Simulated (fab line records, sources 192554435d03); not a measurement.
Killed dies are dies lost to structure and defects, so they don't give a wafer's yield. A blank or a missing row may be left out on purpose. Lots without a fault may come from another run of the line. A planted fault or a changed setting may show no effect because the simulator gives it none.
A struck lot beside a sound one | flow n5_finfet | 16 steps out of a route of 1938
Sound: wafers L590.1, L590.2, L590.6. Struck: wafer L595.6. (L595.5 of the same lot was not struck and is left out.) The cause comes at the end.
At each step with rows: each side's tool, then ch and its chambers, then its first start. Under that, the readings that differ: sound wafers | struck wafers | difference of the means | sigmas: that difference in standard deviations of wafers without a fault.
alike: readings whose means differ by less than 2 such deviations, and words and numbers that are the same on both sides. not compared: withheld readings, readings that some wafer has no value for, bounds like >300 that may hide the same value, and numbers for which the record gives no deviation and whose values overlap.
The two part at a step that has a row with sigmas, a row that says differs or no value, or rows on one side only. Numbers that don't overlap but have no deviation are shown without sigmas and don't part them. A reading that every wafer of one side lacks parts them only if that side has two wafers or more.

first, 1 step without rows for these wafers: N5_BEOL_M0_WET_ETCH_106 (etches SiO2 in DHF, target depth 130 nm, rinse time 30 s).
N5_BEOL_M0_ETCH_128: etches SiCN in CF4/N2, target depth 12 nm, overetch 5.1 nm, time 21.4 s.
  sound on rie_diel-02 ch 0,1,3, day 9 05:07; struck on rie_diel-06 ch 0, day 10 11:03
  alike: drypump_motor_current_A, oes_product_au, rf_vpp_V, showerhead_plenum_p_Torr, throttle_valve_pct
  not compared: rf_hours_counter_h
then, 1 step without rows for these wafers: N5_BEOL_M0_TRENCH_ETCH_107 (etches SiOC in C4F6/O2, target depth 32.8 nm, time 16.4 s).
N5_BEOL_M0_STRIP_142: strips in N2/H2, time 10 s.
  sound on rie_diel-02 ch 0,1,3, day 9 05:11; struck on rie_diel-06 ch 0, day 10 11:07
  alike: drypump_motor_current_A, h2_flow_sccm, oes_product_au, rf_vpp_V, showerhead_plenum_p_Torr, throttle_valve_pct
  not compared: rf_hours_counter_h
N5_BEOL_M0_OCD_MEAS_108:
  sound on ocd-01, day 9 05:16; struck on ocd-01, day 10 11:11
  alike: trench_depth_nm
then, 2 steps without rows for these wafers: N5_BEOL_M0_HM_STRIP_129 (strips TiN in peroxide tin strip, target depth 17 nm, time 108 s); N5_BEOL_M0_SRD_130 (time 30 s).
N5_BEOL_M0_ETCH_109: etches SiCN in CH3F/O2, target depth 8 nm, overetch 2.4 nm, time 27.4 s.
  sound on rie_diel-06 ch 0,1,2, day 9 05:22; struck on rie_diel-06 ch 3, day 10 11:20
  alike: drypump_motor_current_A, oes_product_au, rf_vpp_V, showerhead_plenum_p_Torr, throttle_valve_pct
  not compared: rf_hours_counter_h
then, 2 steps without rows for these wafers: N5_BEOL_M0_STRIP_139 (strips in post etch residue remover, time 60 s); N5_BEOL_M0_SRD_111 (time 30 s).
N5_BEOL_M0_DEGAS_112: time 60 s.
  sound on pvd_sputter-03, day 9 06:07; struck on pvd_sputter-03, day 10 12:28
  alike: heater_power_w
then, 1 step without rows for these wafers: N5_BEOL_M0_PRE_CLEAN_113 (time 30 s).
N5_BEOL_M0_ALD_136: deposits TaN, pulse time 2 s, purge time 3 s, co reactant purge time 2 s.
  sound on ald_metal-01 ch 0,1,2, day 9 06:13; struck on ald_metal-01 ch 2, day 10 12:44
  reading                      | sound | struck | difference | sigmas
  co_reactant_pulse_time_s (s) | 3 3 3 | 2.6125 | -0.3875    |
  alike: heater_power_w
N5_BEOL_M0_SURFACE_TREAT_137:
  sound on pvd_sputter-03, day 9 06:37; struck on pvd_sputter-02, day 10 13:00
  not compared: throttle_valve_pct
-- the record jumps here: 2 days lie between the struck wafers' starts before and after (it left off in module BEOL_M0 and takes up again in module BEOL_M4, whose first step shown is number 1111 of the route) --
N5_BEOL_M4_RC_MEAS_101:
  sound on prober-01 ch 0, day 11 06:36; struck on prober-02 ch 0, day 12 13:40
  alike: DIBL_N, DIBL_P, IOFF_N, IOFF_P, ION_N, ION_P, SS_N, SS_P, VT_N, VT_P
N5_PASSIVATION_PROBE_49:
  the record has rows for the sound wafers here (prober-02, day 15 07:57) and none for the struck ones

WHERE THEY PART
Only at N5_PASSIVATION_PROBE_49, within this record.

WHY: what the simulator had put in
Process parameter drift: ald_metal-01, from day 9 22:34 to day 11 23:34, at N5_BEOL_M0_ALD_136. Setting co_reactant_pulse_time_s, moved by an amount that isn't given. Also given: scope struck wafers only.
